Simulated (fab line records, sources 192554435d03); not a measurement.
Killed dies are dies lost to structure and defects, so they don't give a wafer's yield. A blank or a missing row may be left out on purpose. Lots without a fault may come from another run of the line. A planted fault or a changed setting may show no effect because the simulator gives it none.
Which tool did it? | flow n5_finfet | 6 lots, 17 wafers sampled, at 2 steps of a route of 1938

WHAT THE GAUGES READ, wafer by wafer
N5_ILD0_INSPECT_06: inspects for defects (darkfield).
lot  | measured    | on                | raw_defect_count
L658 | day 4 04:22 | defect_inspect-01 | 29 44 43
L660 | day 4 18:10 | defect_inspect-02 | 26 19 12
L662 | day 5 00:54 | defect_inspect-02 | 24 41 90
L664 | day 5 09:41 | defect_inspect-01 | 59 72 34
L669 | day 6 20:55 | defect_inspect-02 | 27 36
L673 | day 7 15:11 | defect_inspect-02 | 37 41 32

WHICH TOOL RAN EACH LOT (tool, then ch and the chambers of the sampled wafers, then the start)
lot  | N5_ILD0_ALD_15
L658 | ald_sin-04 ch 1,2, day 4 01:50
L660 | ald_sin-03 ch 0,3, day 4 15:38
L662 | ald_sin-03 ch 1,2,3, day 4 22:23
L664 | ald_sin-03 ch 0,1,2, day 5 07:09
L669 | ald_sin-04 ch 2,3, day 6 18:24
L673 | ald_sin-04 ch 0,1, day 7 12:40
- N5_ILD0_ALD_15: deposits SiNx, target thk 24 nm, pulse time 1 s, ald cycles 480.

THE ANSWER, worked out from the rows above alone
Rule: what is usual is taken from the lots themselves. Put in order of their means at a reading, lots are off if they are a third of the lots or fewer, leave a main group of 4 or more, and stand apart from it by a gap of 3 or more times the standard deviation of the main group's means; of several such gaps the widest counts. A main group whose means are all the same, to the digits that the tables above print for the reading, isn't used. A lot without any number at a reading at which 4 lots or more have one is off too. The other lots that the step has rows for count as sound.
No lot is off at any reading shown: from this, nothing can be told.

WHAT THE SIMULATOR HAD PUT IN
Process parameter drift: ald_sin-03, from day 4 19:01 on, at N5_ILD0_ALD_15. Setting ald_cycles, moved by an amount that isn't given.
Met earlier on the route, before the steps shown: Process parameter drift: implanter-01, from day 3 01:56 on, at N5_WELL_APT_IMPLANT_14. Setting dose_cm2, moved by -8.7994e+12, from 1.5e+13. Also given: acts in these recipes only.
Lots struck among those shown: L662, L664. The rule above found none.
